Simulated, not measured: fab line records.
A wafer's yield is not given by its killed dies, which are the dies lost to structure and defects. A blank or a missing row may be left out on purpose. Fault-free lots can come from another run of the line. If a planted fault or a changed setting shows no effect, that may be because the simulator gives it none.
Which tool was responsible? | flow n5Finfet | 24 lots, 72 wafers sampled, at 6 steps of a route of 1938

## WHAT THE GAUGES READ, wafer by wafer
The record holds no reading of a measuring or inspecting step that can be judged against a usual standard deviation.

## WHICH TOOL RAN EACH LOT (tool, then ch and the chambers of the sampled wafers, then the start)
lot  | N5_BEOL_M1_ANNEAL_80        | N5_BEOL_M1_ANNEAL_87        | N5_BEOL_M1_SPUTTER_88       | N5_BEOL_M1_SPUTTER_94       | N5_BEOL_M1_ANNEAL_95        | N5_BEOL_M1_CMP_52
L075 | pvdSputter-02, day 6 15:20  | pvdSputter-02, day 6 15:46  | pvdSputter-02, day 6 15:55  | pvdSputter-02, day 6 16:34  | pvdSputter-02, day 6 16:39  | cmp-01 ch 0,1,3, day 6 17:17
L076 | pvdSputter-02, day 6 20:25  | pvdSputter-02, day 6 22:12  | pvdSputter-02, day 6 22:20  | pvdSputter-02, day 6 23:00  | pvdSputter-02, day 6 23:05  | cmp-02 ch 0,2,3, day 6 23:45
L074 | pvdSputter-02, day 6 23:36  | pvdSputter-02, day 7 00:02  | pvdSputter-02, day 7 00:11  | pvdSputter-02, day 7 00:50  | pvdSputter-02, day 7 00:55  | cmp-02 ch 2,3, day 7 01:34
L078 | pvdSputter-02, day 7 08:53  | pvdSputter-02, day 7 09:19  | pvdSputter-02, day 7 09:28  | pvdSputter-02, day 7 10:07  | pvdSputter-02, day 7 10:12  | cmp-01 ch 1,2, day 7 10:53
L077 | pvdSputter-03, day 7 09:20  | pvdSputter-03, day 7 09:46  | pvdSputter-03, day 7 09:55  | pvdSputter-03, day 7 10:34  | pvdSputter-03, day 7 10:39  | cmp-03 ch 0,1,3, day 7 11:19
L079 | pvdSputter-03, day 7 15:50  | pvdSputter-03, day 7 16:17  | pvdSputter-03, day 7 16:25  | pvdSputter-03, day 7 17:05  | pvdSputter-03, day 7 17:10  | cmp-03 ch 1,2, day 7 17:47
L080 | pvdSputter-01, day 7 19:12  | pvdSputter-01, day 7 19:38  | pvdSputter-01, day 7 19:47  | pvdSputter-01, day 7 20:26  | pvdSputter-01, day 7 20:31  | cmp-03 ch 0,1, day 7 21:09
L081 | pvdSputter-02, day 8 02:40  | pvdSputter-02, day 8 03:06  | pvdSputter-02, day 8 03:14  | pvdSputter-02, day 8 03:54  | pvdSputter-02, day 8 03:59  | cmp-02 ch 0,1,2, day 8 04:37
L082 | pvdSputter-01, day 8 14:45  | pvdSputter-01, day 8 15:11  | pvdSputter-01, day 8 15:20  | pvdSputter-01, day 8 15:59  | pvdSputter-01, day 8 16:04  | cmp-01 ch 2,3, day 8 16:42
L083 | pvdSputter-02, day 8 22:37  | pvdSputter-02, day 8 23:04  | pvdSputter-02, day 8 23:12  | pvdSputter-02, day 8 23:52  | pvdSputter-02, day 8 23:56  | cmp-01 ch 1,2,3, day 9 00:37
L084 | pvdSputter-03, day 9 05:17  | pvdSputter-03, day 9 05:44  | pvdSputter-03, day 9 05:52  | pvdSputter-03, day 9 06:32  | pvdSputter-03, day 9 06:37  | cmp-02 ch 0,1,3, day 9 07:14
L085 | pvdSputter-03, day 9 18:08  | pvdSputter-03, day 9 18:34  | pvdSputter-03, day 9 18:43  | pvdSputter-03, day 9 19:22  | pvdSputter-03, day 9 19:27  | cmp-01 ch 1,3, day 9 20:08
L086 | pvdSputter-03, day 9 20:04  | pvdSputter-03, day 9 20:31  | pvdSputter-03, day 9 20:39  | pvdSputter-03, day 9 21:19  | pvdSputter-03, day 9 21:23  | cmp-02 ch 1,2, day 9 22:09
L088 | pvdSputter-01, day 9 21:57  | pvdSputter-01, day 9 22:23  | pvdSputter-01, day 9 22:32  | pvdSputter-01, day 9 23:11  | pvdSputter-01, day 9 23:16  | cmp-02 ch 1,2,3, day 9 23:55
L087 | pvdSputter-02, day 10 00:36 | pvdSputter-02, day 10 01:02 | pvdSputter-02, day 10 01:11 | pvdSputter-02, day 10 01:50 | pvdSputter-02, day 10 01:55 | cmp-03 ch 0,1, day 10 02:34
L089 | pvdSputter-01, day 10 03:33 | pvdSputter-01, day 10 03:59 | pvdSputter-01, day 10 04:08 | pvdSputter-01, day 10 04:47 | pvdSputter-01, day 10 04:52 | cmp-01 ch 0,2,3, day 10 05:33
L090 | pvdSputter-02, day 10 13:35 | pvdSputter-02, day 10 14:02 | pvdSputter-02, day 10 14:10 | pvdSputter-02, day 10 14:50 | pvdSputter-02, day 10 14:55 | cmp-03 ch 0,1,2, day 10 15:32
L091 | pvdSputter-02, day 10 18:57 | pvdSputter-02, day 10 19:23 | pvdSputter-02, day 10 19:32 | pvdSputter-02, day 10 20:11 | pvdSputter-02, day 10 20:16 | cmp-02 ch 0,1,3, day 10 20:58
L093 | pvdSputter-01, day 12 02:19 | pvdSputter-01, day 12 02:45 | pvdSputter-01, day 12 02:53 | pvdSputter-01, day 12 03:33 | pvdSputter-01, day 12 03:38 | cmp-01 ch 0,1, day 12 04:16
L092 | pvdSputter-03, day 12 03:05 | pvdSputter-03, day 12 03:32 | pvdSputter-03, day 12 03:40 | pvdSputter-03, day 12 04:20 | pvdSputter-03, day 12 04:25 | cmp-03 ch 0,1,2, day 12 05:09
L095 | pvdSputter-02, day 12 06:01 | pvdSputter-02, day 12 06:28 | pvdSputter-02, day 12 06:36 | pvdSputter-02, day 12 07:16 | pvdSputter-02, day 12 07:20 | cmp-01 ch 1,2,3, day 12 08:03
L094 | pvdSputter-03, day 12 06:11 | pvdSputter-03, day 12 06:38 | pvdSputter-03, day 12 06:46 | pvdSputter-03, day 12 07:26 | pvdSputter-03, day 12 07:31 | cmp-03 ch 0,1,2, day 12 08:08
L097 | pvdSputter-02, day 12 07:52 | pvdSputter-02, day 12 08:18 | pvdSputter-02, day 12 08:26 | pvdSputter-02, day 12 09:06 | pvdSputter-02, day 12 09:11 | cmp-03 ch 1,3, day 12 09:51
L096 | pvdSputter-03, day 12 10:11 | pvdSputter-03, day 12 10:38 | pvdSputter-03, day 12 10:46 | pvdSputter-03, day 12 11:26 | pvdSputter-03, day 12 11:31 | cmp-03 ch 0,3, day 12 12:50
- N5_BEOL_M1_ANNEAL_80: time 240 s.
- N5_BEOL_M1_ANNEAL_87: time 240 s.
- N5_BEOL_M1_SPUTTER_88: material Cu, target thk 4.5 nm, time 8.29 s.
- N5_BEOL_M1_SPUTTER_94: material Cu, target thk 4.5 nm, time 8.29 s.
- N5_BEOL_M1_ANNEAL_95: time 240 s.
- N5_BEOL_M1_CMP_52: polishes, stops on SiOC, t overpolish 6.8 s, target thk 40 nm.

## AS READ BY THE TOOLS THEMSELVES (means over the sampled wafers that have a number; for cases with no such wafer, the mark the record gives instead)
N5_BEOL_M1_ANNEAL_80.
lot  | tool          | heaterPowerW (W)
L075 | pvdSputter-02 | 857
L076 | pvdSputter-02 | 821
L074 | pvdSputter-02 | 814
L078 | pvdSputter-02 | 841
L077 | pvdSputter-03 | 822
L079 | pvdSputter-03 | 842
L080 | pvdSputter-01 | 911
L081 | pvdSputter-02 | 852
L082 | pvdSputter-01 | 901
L083 | pvdSputter-02 | 816
L084 | pvdSputter-03 | 875
L085 | pvdSputter-03 | 908
L086 | pvdSputter-03 | 765
L088 | pvdSputter-01 | 904
L087 | pvdSputter-02 | 791
L089 | pvdSputter-01 | 924
L090 | pvdSputter-02 | 848
L091 | pvdSputter-02 | 814
L093 | pvdSputter-01 | 908
L092 | pvdSputter-03 | 888
L095 | pvdSputter-02 | 799
L094 | pvdSputter-03 | 879
L097 | pvdSputter-02 | 806
L096 | pvdSputter-03 | 807

N5_BEOL_M1_ANNEAL_87.
lot  | tool          | heaterPowerW (W)
L075 | pvdSputter-02 | 853
L076 | pvdSputter-02 | 807
L074 | pvdSputter-02 | 819
L078 | pvdSputter-02 | 849
L077 | pvdSputter-03 | 806
L079 | pvdSputter-03 | 855
L080 | pvdSputter-01 | 920
L081 | pvdSputter-02 | 841
L082 | pvdSputter-01 | 916
L083 | pvdSputter-02 | 825
L084 | pvdSputter-03 | 881
L085 | pvdSputter-03 | 899
L086 | pvdSputter-03 | 791
L088 | pvdSputter-01 | 901
L087 | pvdSputter-02 | 805
L089 | pvdSputter-01 | 924
L090 | pvdSputter-02 | 839
L091 | pvdSputter-02 | 823
L093 | pvdSputter-01 | 904
L092 | pvdSputter-03 | 880
L095 | pvdSputter-02 | 803
L094 | pvdSputter-03 | 868
L097 | pvdSputter-02 | 825
L096 | pvdSputter-03 | 797

N5_BEOL_M1_SPUTTER_88.
lot  | tool          | throttleValvePct (%)
L075 | pvdSputter-02 | 30.7
L076 | pvdSputter-02 | 30.6
L074 | pvdSputter-02 | 30.5
L078 | pvdSputter-02 | 30.4
L077 | pvdSputter-03 | 29.9
L079 | pvdSputter-03 | 30.8
L080 | pvdSputter-01 | 29.1
L081 | pvdSputter-02 | 30.7
L082 | pvdSputter-01 | 29.0
L083 | pvdSputter-02 | 30.5
L084 | pvdSputter-03 | 30.8
L085 | pvdSputter-03 | 31.6
L086 | pvdSputter-03 | 28.9
L088 | pvdSputter-01 | 29.8
L087 | pvdSputter-02 | 30.6
L089 | pvdSputter-01 | 29.6
L090 | pvdSputter-02 | 31.0
L091 | pvdSputter-02 | 30.4
L093 | pvdSputter-01 | 30.4
L092 | pvdSputter-03 | 30.6
L095 | pvdSputter-02 | 30.6
L094 | pvdSputter-03 | 30.6
L097 | pvdSputter-02 | 30.5
L096 | pvdSputter-03 | 28.9

N5_BEOL_M1_SPUTTER_94.
lot  | tool          | throttleValvePct (%)
L075 | pvdSputter-02 | 30.6
L076 | pvdSputter-02 | 30.6
L074 | pvdSputter-02 | 30.4
L078 | pvdSputter-02 | 30.7
L077 | pvdSputter-03 | 29.9
L079 | pvdSputter-03 | 30.6
L080 | pvdSputter-01 | 28.9
L081 | pvdSputter-02 | 30.6
L082 | pvdSputter-01 | 29.0
L083 | pvdSputter-02 | 30.5
L084 | pvdSputter-03 | 30.6
L085 | pvdSputter-03 | 31.4
L086 | pvdSputter-03 | 29.0
L088 | pvdSputter-01 | 29.9
L087 | pvdSputter-02 | 30.5
L089 | pvdSputter-01 | 29.5
L090 | pvdSputter-02 | 31.0
L091 | pvdSputter-02 | 30.4
L093 | pvdSputter-01 | 30.4
L092 | pvdSputter-03 | 30.6
L095 | pvdSputter-02 | 30.5
L094 | pvdSputter-03 | 30.5
L097 | pvdSputter-02 | 30.4
L096 | pvdSputter-03 | 28.8

N5_BEOL_M1_ANNEAL_95.
lot  | tool          | heaterPowerW (W)
L075 | pvdSputter-02 | 853
L076 | pvdSputter-02 | 834
L074 | pvdSputter-02 | 821
L078 | pvdSputter-02 | 866
L077 | pvdSputter-03 | 809
L079 | pvdSputter-03 | 857
L080 | pvdSputter-01 | 901
L081 | pvdSputter-02 | 836
L082 | pvdSputter-01 | 911
L083 | pvdSputter-02 | 814
L084 | pvdSputter-03 | 879
L085 | pvdSputter-03 | 902
L086 | pvdSputter-03 | 784
L088 | pvdSputter-01 | 887
L087 | pvdSputter-02 | 800
L089 | pvdSputter-01 | 920
L090 | pvdSputter-02 | 840
L091 | pvdSputter-02 | 813
L093 | pvdSputter-01 | 916
L092 | pvdSputter-03 | 870
L095 | pvdSputter-02 | 818
L094 | pvdSputter-03 | 877
L097 | pvdSputter-02 | 820
L096 | pvdSputter-03 | 793

N5_BEOL_M1_CMP_52.
lot  | tool   | barrierFieldEndpointS (s) | clearingPlatenRpm (rpm) | motorCurrentA (A) | overpolishRunS (s) | padLifeWafers | retainingRingPressureFrac | slurryFlowMlMin | timeToEndpointS (s)
L075 | cmp-01 | 24.2                      | 49.990                  | 6.5               | 6.796              | 1729          | 1.000                     | 150.3           | 65
L076 | cmp-02 | 24.3                      | 49.995                  | 6.0               | 6.799              | 830           | 1.003                     | 150.4           | 63
L074 | cmp-02 | 24.0                      | 49.968                  | 5.9               | 6.804              | 846           | 0.999                     | 150.1           | 59
L078 | cmp-01 | 24.8                      | 49.998                  | 6.2               | 6.802              | 1884          | 0.997                     | 150.2           | 64
L077 | cmp-03 | 24.6                      | 49.977                  | 7.0               | 6.792              | 716           | 0.997                     | 150.2           | 64
L079 | cmp-03 | 24.9                      | 49.986                  | 6.9               | 6.805              | 758           | 0.998                     | 150.2           | 64
L080 | cmp-03 | 23.9                      | 50.002                  | 6.7               | 6.803              | 792           | 1.004                     | 150.2           | 63
L081 | cmp-02 | 25.0                      | 50.027                  | 6.0               | 6.799              | 1081          | 1.000                     | 150.0           | 60
L082 | cmp-01 | 24.5                      | 49.998                  | 6.8               | 6.807              | 36            | 0.999                     | 150.3           | 62
L083 | cmp-01 | 23.9                      | 50.003                  | 6.5               | 6.793              | 127           | 1.002                     | 149.8           | 63
L084 | cmp-02 | 24.4                      | 49.995                  | 5.7               | 6.798              | 1256          | 0.997                     | 150.2           | 62
L085 | cmp-01 | 24.2                      | 50.006                  | 6.4               | 6.796              | 284           | 0.997                     | 149.9           | 64
L086 | cmp-02 | 23.7                      | 50.013                  | 5.8               | 6.799              | 1381          | 0.998                     | 150.6           | 60
L088 | cmp-02 | 23.8                      | 50.014                  | 5.7               | 6.799              | 1406          | 1.004                     | 150.1           | 61
L087 | cmp-03 | 25.3                      | 49.983                  | 7.0               | 6.803              | 1190          | 1.005                     | 150.3           | 67
L089 | cmp-01 | 24.6                      | 49.962                  | 6.2               | 6.799              | 362           | 0.993                     | 150.0           | 62
L090 | cmp-03 | 25.2                      | 49.999                  | 7.2               | 6.805              | 1291          | 1.001                     | 149.5           | 68
L091 | cmp-02 | 24.9                      | 50.033                  | 5.9               | 6.798              | 1604          | 0.999                     | 149.9           | 61
L093 | cmp-01 | 24.6                      | 50.013                  | 5.9               | 6.801              | 744           | 0.998                     | 149.8           | 64
L092 | cmp-03 | 25.5                      | 50.026                  | 7.2               | 6.813              | 1599          | 1.001                     | 149.6           | 69
L095 | cmp-01 | 24.0                      | 49.990                  | 6.5               | 6.800              | 776           | 1.004                     | 149.4           | 64
L094 | cmp-03 | 24.6                      | 49.996                  | 7.1               | 6.799              | 1621          | 1.002                     | 150.3           | 66
L097 | cmp-03 | 23.9                      | 50.001                  | 7.0               | 6.805              | 1640          | 1.000                     | 149.9           | 62
L096 | cmp-03 | 24.6                      | 49.975                  | 7.1               | 6.801              | 1668          | 1.000                     | 150.0           | 61

## THE ANSWER, worked out from the rows above alone
Rule: what is usual is taken from the lots themselves. Put in order of their means at a reading, lots are off if they are a third of the lots or fewer, leave a main group of 4 or more, and stand apart from it by a gap of 3 or more times the standard deviation of the main group's means; of several such gaps the widest counts. The tables above print the reading to a certain number of digits; a main group whose means all agree to those digits is not used. A lot without any number at a reading at which 4 lots or more have one is off too. Any other lot the step has rows for is counted as sound. Order of review: gauges by route order, followed by the tools' own readings, for which a lot's mean as printed above is used. At the first step where some lot is off, the reading lying furthest off is the one used; lots without a number count as furthest.
No lot is off on any of the readings shown, so nothing can be concluded from this.

## WHAT THE SIMULATOR PUT IN
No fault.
